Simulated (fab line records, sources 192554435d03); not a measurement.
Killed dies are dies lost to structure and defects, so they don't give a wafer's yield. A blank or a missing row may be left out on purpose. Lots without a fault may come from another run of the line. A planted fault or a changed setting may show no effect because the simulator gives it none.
Chamber matching | flow n5_finfet | N5_BEOL_M3_ETCHBACK_99 on rie_diel-01: 4 sister chambers
The step etches SiO2 in CHF3, target depth 5 nm, time 10.4 s. 14 wafers are shown with their chamber, then 7 later ones without.

WAFERS WITH THEIR CHAMBER
wafer  | chamber | throttle_valve_pct (%) | showerhead_plenum_p_Torr (Torr) | rf_vpp_V (V)
L075.1 | 1       | 17.58                  | 2.22                            | 232
L075.4 | 1       | 17.57                  | 2.22                            | 232
L075.6 | 3       | 17.10                  | 2.19                            | 244
L076.2 | 0       | 17.28                  | 2.19                            | 248
L076.3 | 3       | 17.13                  | 2.19                            | 243
L076.6 | 3       | 17.11                  | 2.19                            | 244
L080.1 | 3       | 17.13                  | 2.18                            | 243
L080.3 | 0       | 17.29                  | 2.19                            | 247
L080.4 | 0       | 17.28                  | 2.19                            | 247
L079.2 | 0       | 17.28                  | 2.19                            | 247
L079.3 | 0       | 17.29                  | 2.19                            | 248
L079.5 | 2       | 16.81                  | 2.28                            | 243
L084.3 | 0       | 17.30                  | 2.19                            | 247
L084.4 | 3       | 17.13                  | 2.18                            | 245

SIGNATURES (means of the wafers above)
reading                  | chamber 0 | chamber 1 | chamber 2 | chamber 3 | scatter within a chamber
throttle_valve_pct       | 17.2867   | 17.5750   | 16.8100   | 17.1200   | 0.0109
showerhead_plenum_p_Torr | 2.1900    | 2.2200    | 2.2800    | 2.1860    | 0.00346
rf_vpp_V                 | 247.33    | 232.00    | 243.00    | 243.80    | 0.643
Rule: a wafer's distance from a chamber is the root of the sum, over the readings, of the square of ((its reading less the chamber's mean) divided by the reading's scatter). The wafer belongs to the nearest chamber; if the next one is less than 2 further off, it can't be placed. The scatter: the root of (the sum of the squares of (reading less its chamber's mean) over the shown wafers, divided by (wafers less chambers)).

WAFERS WITHOUT THEIR CHAMBER
wafer  | throttle_valve_pct (%) | showerhead_plenum_p_Torr (Torr) | rf_vpp_V (V)
L084.6 | 17.30                  | 2.19                            | 247
L094.3 | 17.33                  | 2.18                            | 246
L094.5 | 17.35                  | 2.18                            | 248
L094.6 | 17.18                  | 2.18                            | 244
L096.3 | 17.16                  | 2.18                            | 245
L096.4 | 17.11                  | 2.21                            | 233
L096.5 | 17.16                  | 2.18                            | 244

WHICH CHAMBER EACH WENT THROUGH
wafer  | from the rows above | in truth
L084.6 | 0                   | 0
L094.3 | 0                   | 0
L094.5 | 0                   | 0
L094.6 | 3                   | 3
L096.3 | 3                   | 3
L096.4 | 3                   | 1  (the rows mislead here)
L096.5 | 3                   | 3
Placed correctly: 6 of 7. Can't be placed from these rows: 0. Placed wrongly: 1.
